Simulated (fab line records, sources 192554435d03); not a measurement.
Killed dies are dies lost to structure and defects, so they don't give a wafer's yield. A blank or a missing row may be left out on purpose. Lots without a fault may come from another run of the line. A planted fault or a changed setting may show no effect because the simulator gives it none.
Chamber matching | flow n5_finfet | N5_BEOL_M12_ETCH_59 on rie_diel-01: 4 sister chambers
The step etches BARC in N2/H2, target depth 89 nm, overetch 26.7 nm, time 67.9 s. 16 wafers are shown with their chamber, then 8 later ones without.

WAFERS WITH THEIR CHAMBER
wafer  | chamber | drypump_motor_current_A (A) | throttle_valve_pct (%) | showerhead_plenum_p_Torr (Torr)
L074.3 | 1       | 5.4                         | 18.48                  | 2.40
L074.5 | 2       | 5.8                         | 18.06                  | 2.52
L074.6 | 1       | 5.4                         | 18.47                  | 2.40
L080.2 | 0       | 5.5                         | 18.08                  | 2.63
L080.5 | 3       | 5.5                         | 17.90                  | 2.49
L080.6 | 0       | 5.5                         | 18.09                  | 2.63
L082.1 | 0       | 5.5                         | 18.12                  | 2.62
L082.3 | 1       | 5.3                         | 18.07                  | 2.71
L082.4 | 0       | 5.5                         | 18.11                  | 2.62
L088.1 | 0       | 5.5                         | 18.09                  | 2.62
L088.5 | 3       | 5.5                         | 17.92                  | 2.49
L088.6 | 1       | 5.3                         | 18.07                  | 2.71
L086.1 | 0       | 5.5                         | 18.12                  | 2.61
L086.5 | 2       | 5.8                         | 17.62                  | 2.51
L086.6 | 1       | 5.3                         | 18.09                  | 2.71
L089.2 | 2       | 5.8                         | 17.61                  | 2.51

SIGNATURES (means of the wafers above)
reading                  | chamber 0 | chamber 1 | chamber 2 | chamber 3 | scatter within a chamber
drypump_motor_current_A  | 5.500     | 5.340     | 5.800     | 5.500     | 0.0316
throttle_valve_pct       | 18.1017   | 18.2360   | 17.7633   | 17.9100   | 0.164
showerhead_plenum_p_Torr | 2.6217    | 2.5860    | 2.5133    | 2.4900    | 0.0982
Rule: a wafer's distance from a chamber is the root of the sum, over the readings, of the square of ((its reading less the chamber's mean) divided by the reading's scatter). The wafer belongs to the nearest chamber; if the next one is less than 2 further off, it can't be placed. The scatter: the root of (the sum of the squares of (reading less its chamber's mean) over the shown wafers, divided by (wafers less chambers)).

WAFERS WITHOUT THEIR CHAMBER
wafer  | drypump_motor_current_A (A) | throttle_valve_pct (%) | showerhead_plenum_p_Torr (Torr)
L089.5 | 5.3                         | 18.10                  | 2.71
L089.6 | 5.8                         | 17.62                  | 2.51
L092.1 | 5.3                         | 18.09                  | 2.71
L092.4 | 5.8                         | 17.62                  | 2.50
L092.6 | 5.3                         | 18.09                  | 2.71
L094.1 | 5.8                         | 17.63                  | 2.50
L094.5 | 5.8                         | 17.63                  | 2.50
L094.6 | 5.3                         | 18.09                  | 2.70

WHICH CHAMBER EACH WENT THROUGH
wafer  | from the rows above | in truth
L089.5 | 1                   | 1
L089.6 | 2                   | 2
L092.1 | 1                   | 1
L092.4 | 2                   | 2
L092.6 | 1                   | 1
L094.1 | 2                   | 2
L094.5 | 2                   | 2
L094.6 | 1                   | 1
Placed correctly: 8 of 8. Can't be placed from these rows: 0. Placed wrongly: 0.
